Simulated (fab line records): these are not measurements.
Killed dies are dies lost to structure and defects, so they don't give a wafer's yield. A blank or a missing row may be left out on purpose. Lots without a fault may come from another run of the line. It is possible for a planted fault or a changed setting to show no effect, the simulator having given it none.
Which of the tools did it? + flow n5-finfet + Sampling: 11 lots, 28 wafers, 6 of 1938 route steps

WHAT THE GAUGES SHOWED, per wafer
N5_BEOL_M1_THK_MEAS_01. Usual: M1_ILD_THK gives 78.9 nm (standard deviation 1).
| lot  | measured     | on            | M1_ILD_THK (nm) | flag |
|------|--------------|---------------|-----------------|------|
| L260 | day 6 19:37  | film-metro-02 | 79.1 80.7 79.0  |      |
| L262 | day 7 04:58  | film-metro-01 | 79.9 79.0 80.5  |      |
| L259 | day 7 06:25  | film-metro-01 | 78.3 78.7 79.9  |      |
| L267 | day 8 03:39  | film-metro-01 | 78.9 80.2 79.2  |      |
| L268 | day 8 12:08  | film-metro-01 | 77.4 78.1 78.6  |      |
| L270 | day 9 03:35  | film-metro-02 | 79.3 60.9       | OFF  |
| L271 | day 9 19:43  | film-metro-01 | 77.1 60.8       | OFF  |
| L275 | day 10 04:28 | film-metro-01 | 75.5 61.3       | OFF  |
| L279 | day 11 13:41 | film-metro-01 | 79.3 78.8       |      |
| L280 | day 11 18:06 | film-metro-02 | 79.3 79.0 79.1  |      |
| L282 | day 12 02:35 | film-metro-01 | 77.2 79.2       |      |

N5_BEOL_M4_RC_MEAS_101. Usual: DIBL_N 35.8 mV/V, standard deviation 1.6; DIBL_P 35.6 mV/V, standard deviation 2; IOFF_N 0.15 nA/um, standard deviation 0.031; IOFF_P 0.20 nA/um, standard deviation 0.033; ION_N 668 uA/um, standard deviation 12; ION_P 459 uA/um, standard deviation 6.8; SS_N 71.4 mV/dec, standard deviation 0.53; SS_P 73.1 mV/dec, standard deviation 0.63; VT_N 250 mV, standard deviation 3.5; VT_P -251 mV, standard deviation 3.
| lot  | measured     | on        | DIBL_N (mV/V)  | DIBL_P (mV/V)  | IOFF_N (nA/um) | IOFF_P (nA/um) | ION_N (uA/um) | ION_P (uA/um) | SS_N (mV/dec)  | SS_P (mV/dec)  | VT_N (mV)   | VT_P (mV)      | flag |
|------|--------------|-----------|----------------|----------------|----------------|----------------|---------------|---------------|----------------|----------------|-------------|----------------|------|
| L260 | day 13 18:17 | prober-01 | 34.5 35.5 36.9 | 34.8 36.2 37.5 | 0.12 0.15 0.17 | 0.19 0.21 0.24 | 645 676 672   | 443 459 464   | 70.6 71.5 71.9 | 73.0 72.9 73.6 | 255 250 248 | -254 -250 -250 |      |
| L262 | day 14 20:15 | prober-02 | 35.0 37.2 33.3 | 34.9 37.6 33.1 | 0.13 0.18 0.12 | 0.16 0.21 0.15 | 664 681 653   | 447 462 454   | 71.4 71.7 71.0 | 72.5 73.3 72.2 | 252 248 254 | -256 -254 -256 |      |
| L259 | day 15 11:46 | prober-02 | 35.8 36.6 35.5 | 36.3 36.9 36.1 | 0.16 0.18 0.15 | 0.22 0.24 0.22 | 674 661 671   | 464 451 464   | 71.8 71.5 71.5 | 72.8 73.5 73.1 | 251 250 251 | -249 -248 -249 |      |
| L267 | day 17 06:56 | prober-01 | 36.9 35.9 35.8 | 37.6 36.5 36.0 | 0.16 0.14 0.15 | 0.21 0.19 0.19 | 680 666 677   | 470 454 464   | 71.3 71.4 71.4 | 73.9 73.9 73.5 | 251 252 252 | -251 -253 -252 |      |
| L268 | day 16 22:43 | prober-01 | 37.1 35.8 35.5 | 38.1 36.3 35.6 | 0.20 0.17 0.17 | 0.23 0.20 0.20 | 702 675 696   | 472 455 467   | 72.0 71.6 71.9 | 73.9 74.0 73.4 | 244 249 246 | -247 -250 -251 |      |
| L270 | day 17 07:19 | prober-02 | 38.4 34.9      | 39.6 35.3      | 0.24 0.15      | 0.29 0.21      | 691 673       | 467 465       | 72.4 71.5      | 74.2 73.4      | 244 251     | -246 -251      |      |
| L271 | day 17 18:42 | prober-02 | 34.1 35.9      | 33.8 35.9      | 0.11 0.15      | 0.17 0.20      | 655 668       | 455 461       | 71.3 71.4      | 72.1 72.8      | 253 253     | -253 -251      |      |
| L275 | day 17 20:31 | prober-01 | 37.5 36.9      | 37.2 36.1      | 0.17 0.16      | 0.22 0.21      | 679 680       | 461 462       | 71.5 71.5      | 73.1 73.6      | 246 249     | -253 -251      |      |
| L279 | day 20 04:23 | prober-01 | 37.8 35.0      | 36.4 33.0      | 0.16 0.11      | 0.20 0.16      | 659 663       | 456 457       | 72.2 71.0      | 74.3 72.4      | 248 254     | -253 -254      |      |
| L280 | day 19 04:35 | prober-01 | 37.5 35.8 38.9 | 36.4 35.5 38.6 | 0.16 0.14 0.19 | 0.21 0.20 0.24 | 662 659 670   | 455 462 460   | 71.3 70.8 71.8 | 73.1 73.3 73.6 | 249 252 248 | -249 -251 -247 |      |
| L282 | day 20 12:02 | prober-01 | 38.3 38.3      | 39.7 39.2      | 0.23 0.22      | 0.28 0.27      | 708 685       | 480 465       | 71.9 71.4      | 73.8 74.4      | 243 244     | -245 -244      |      |

WHICH TOOL RAN EACH LOT (tool, then ch and the chambers of the sampled wafers, then the start)
| lot  | N5_BEOL_M0_SPUTTER_134       | N5_BEOL_M0_ANNEAL_135        | N5_BEOL_M0_ANNEAL_119            | N5_BEOL_M1_ILD_DEP_00           |
|------|------------------------------|------------------------------|----------------------------------|---------------------------------|
| L260 | pvd-sputter-01, day 6 18:18  | pvd-sputter-01, day 6 18:23  | rtp-anneal-02 ch 0, day 6 18:37  | pecvd-01 ch 0,1,2, day 6 19:33  |
| L262 | pvd-sputter-02, day 7 02:56  | pvd-sputter-02, day 7 03:01  | rtp-anneal-01 ch 0, day 7 04:01  | pecvd-01 ch 0,1, day 7 04:53    |
| L259 | pvd-sputter-02, day 7 05:06  | pvd-sputter-02, day 7 05:11  | rtp-anneal-01 ch 0, day 7 05:28  | pecvd-03 ch 0,1, day 7 06:21    |
| L267 | pvd-sputter-01, day 8 02:20  | pvd-sputter-01, day 8 02:25  | rtp-anneal-01 ch 0, day 8 02:40  | pecvd-03 ch 0,2, day 8 03:35    |
| L268 | pvd-sputter-01, day 8 10:49  | pvd-sputter-01, day 8 10:54  | rtp-anneal-01 ch 0, day 8 11:08  | pecvd-03 ch 0,1, day 8 12:04    |
| L270 | pvd-sputter-01, day 9 02:03  | pvd-sputter-01, day 9 02:08  | rtp-anneal-01 ch 0, day 9 02:28  | pecvd-03 ch 0,2, day 9 03:31    |
| L271 | pvd-sputter-01, day 9 18:20  | pvd-sputter-01, day 9 18:25  | rtp-anneal-01 ch 0, day 9 18:42  | pecvd-03 ch 0,1, day 9 19:40    |
| L275 | pvd-sputter-03, day 10 02:52 | pvd-sputter-03, day 10 02:57 | rtp-anneal-02 ch 0, day 10 03:14 | pecvd-03 ch 0,1, day 10 04:23   |
| L279 | pvd-sputter-01, day 11 12:23 | pvd-sputter-01, day 11 12:28 | rtp-anneal-02 ch 0, day 11 12:50 | pecvd-02 ch 0,1, day 11 13:38   |
| L280 | pvd-sputter-03, day 11 16:48 | pvd-sputter-03, day 11 16:53 | rtp-anneal-02 ch 0, day 11 17:15 | pecvd-02 ch 0,1,2, day 11 18:02 |
| L282 | pvd-sputter-03, day 12 01:18 | pvd-sputter-03, day 12 01:23 | rtp-anneal-02 ch 0, day 12 01:37 | pecvd-02 ch 0,1, day 12 02:32   |
- N5_BEOL_M0_SPUTTER_134: material Cu, target thk 4 nm, time 7.37 s.
- N5_BEOL_M0_ANNEAL_135: time 60 s.
- N5_BEOL_M0_ANNEAL_119: time 90 s.
- N5_BEOL_M1_ILD_DEP_00: deposits SiOC from DEMS/O2, target thk 79 nm, time 15.3 s.

AS READ BY THE TOOLS THEMSELVES (means over the sampled wafers that have a number; for cases with no such wafer, the mark the record gives instead)
N5_BEOL_M0_SPUTTER_134. Usual: susceptor-temp-C -20.00 C, standard deviation 0.11; throttle-valve-pct 29.7 %, standard deviation 1.2.
| lot  | tool           | susceptor-temp-C (C) | throttle-valve-pct (%) | flag |
|------|----------------|----------------------|------------------------|------|
| L260 | pvd-sputter-01 | -20.08               | 29.2                   |      |
| L262 | pvd-sputter-02 | -19.92               | 30.2                   |      |
| L259 | pvd-sputter-02 | -20.03               | 30.5                   |      |
| L267 | pvd-sputter-01 | -20.13               | 29.1                   |      |
| L268 | pvd-sputter-01 | -19.95               | 29.0                   |      |
| L270 | pvd-sputter-01 | -19.88               | 28.8                   |      |
| L271 | pvd-sputter-01 | -19.99               | 27.9                   |      |
| L275 | pvd-sputter-03 | -19.96               | 30.5                   |      |
| L279 | pvd-sputter-01 | -20.01               | 27.1                   |      |
| L280 | pvd-sputter-03 | -19.94               | 29.9                   |      |
| L282 | pvd-sputter-03 | -20.02               | 29.7                   |      |

N5_BEOL_M0_ANNEAL_135. Usual: heater-power-w 827 W, standard deviation 78; susceptor-temp-C 399.98 C, standard deviation 0.21; susceptor_temp_C_max 400.9, standard deviation 0.41.
| lot  | tool           | heater-power-w (W) | susceptor-temp-C (C) | susceptor_temp_C_max | flag |
|------|----------------|--------------------|----------------------|----------------------|------|
| L260 | pvd-sputter-01 | 790                | 399.77               | 400.5                |      |
| L262 | pvd-sputter-02 | 819                | 400.01               | 401.0                |      |
| L259 | pvd-sputter-02 | 826                | 399.99               | 400.8                |      |
| L267 | pvd-sputter-01 | 790                | 400.02               | 400.7                |      |
| L268 | pvd-sputter-01 | 838                | 400.18               | 401.1                |      |
| L270 | pvd-sputter-01 | 890                | 399.86               | 400.5                |      |
| L271 | pvd-sputter-01 | 842                | 399.86               | 400.6                |      |
| L275 | pvd-sputter-03 | 862                | 399.73               | 400.8                |      |
| L279 | pvd-sputter-01 | 842                | 399.98               | 400.4                |      |
| L280 | pvd-sputter-03 | 815                | 399.88               | 401.0                |      |
| L282 | pvd-sputter-03 | 769                | 400.12               | 401.1                |      |

N5_BEOL_M0_ANNEAL_119. Usual: wafer_temp_C_max reads 225.92 (standard deviation 0.27).
| lot  | tool          | wafer_temp_C_max | flag |
|------|---------------|------------------|------|
| L260 | rtp-anneal-02 | 226.13           |      |
| L262 | rtp-anneal-01 | 225.92           |      |
| L259 | rtp-anneal-01 | 226.08           |      |
| L267 | rtp-anneal-01 | 225.90           |      |
| L268 | rtp-anneal-01 | 225.78           |      |
| L270 | rtp-anneal-01 | 225.84           |      |
| L271 | rtp-anneal-01 | 225.66           |      |
| L275 | rtp-anneal-02 | 226.39           |      |
| L279 | rtp-anneal-02 | 226.45           |      |
| L280 | rtp-anneal-02 | 226.19           |      |
| L282 | rtp-anneal-02 | 226.05           |      |

N5_BEOL_M1_ILD_DEP_00. Usual: heater-power-outer-w 245 W, standard deviation 55; heater-power-w 460 W, standard deviation 89; showerhead-plenum-p-Torr 5.699 Torr, standard deviation 0.016; susceptor-temp-C 349.98 C, standard deviation 0.21; throttle-valve-pct 11.9 %, standard deviation 0.69.
| lot  | tool     | heater-power-outer-w (W) | heater-power-w (W) | showerhead-plenum-p-Torr (Torr) | susceptor-temp-C (C) | throttle-valve-pct (%) | flag |
|------|----------|--------------------------|--------------------|---------------------------------|----------------------|------------------------|------|
| L260 | pecvd-01 | 281                      | 488                | 5.712                           | 349.87               | 11.5                   |      |
| L262 | pecvd-01 | 297                      | 516                | 5.713                           | 350.05               | 12.2                   |      |
| L259 | pecvd-03 | 237                      | 473                | 5.695                           | 349.69               | 11.9                   |      |
| L267 | pecvd-03 | 287                      | 531                | 5.703                           | 349.91               | 12.8                   |      |
| L268 | pecvd-03 | 239                      | 471                | 5.695                           | 350.15               | 12.3                   |      |
| L270 | pecvd-03 | 314                      | 570                | 5.707                           | 349.98               | 12.7                   |      |
| L271 | pecvd-03 | 227                      | 466                | 5.694                           | 349.65               | 12.1                   |      |
| L275 | pecvd-03 | 257                      | 501                | 5.705                           | 349.84               | 12.1                   |      |
| L279 | pecvd-02 | 174                      | 358                | 5.697                           | 349.85               | 11.6                   |      |
| L280 | pecvd-02 | 219                      | 406                | 5.694                           | 350.09               | 11.5                   |      |
| L282 | pecvd-02 | 160                      | 336                | 5.704                           | 349.75               | 11.4                   |      |

THE ANSWER, worked out from the rows above alone
Rule: lot off if the mean of its wafers having a number is beyond 3 standard deviations from the usual mean. Also off: a lot with no number at a reading for which 4 or more lots have one. All remaining lots with rows at the step are treated as sound. First the gauges in route order, then the tools' own readings, where a lot's mean is used as printed above. The first step at which some lot is off is used, and at that step the reading that is off furthest; a lot without a number counts as furthest.
Off: L270, L271, L275, seen at N5_BEOL_M1_THK_MEAS_01 (M1_ILD_THK).
A tool fits if, at a process step before that reading, it ran every lot that is off, and no sound lot after the first of them. The gauges at N5_BEOL_M1_THK_MEAS_01 are tried like those tools. One fits: N5_BEOL_M1_ILD_DEP_00 on pecvd-03. Its last sound lot is L268 (day 8 12:04), its first lot that is off L270 (day 9 03:31): a fault that began between those two fits.

WHAT THE SIMULATOR HAD PUT IN
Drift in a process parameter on pecvd-03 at N5_BEOL_M1_ILD_DEP_00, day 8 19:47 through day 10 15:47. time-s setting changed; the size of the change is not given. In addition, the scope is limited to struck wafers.
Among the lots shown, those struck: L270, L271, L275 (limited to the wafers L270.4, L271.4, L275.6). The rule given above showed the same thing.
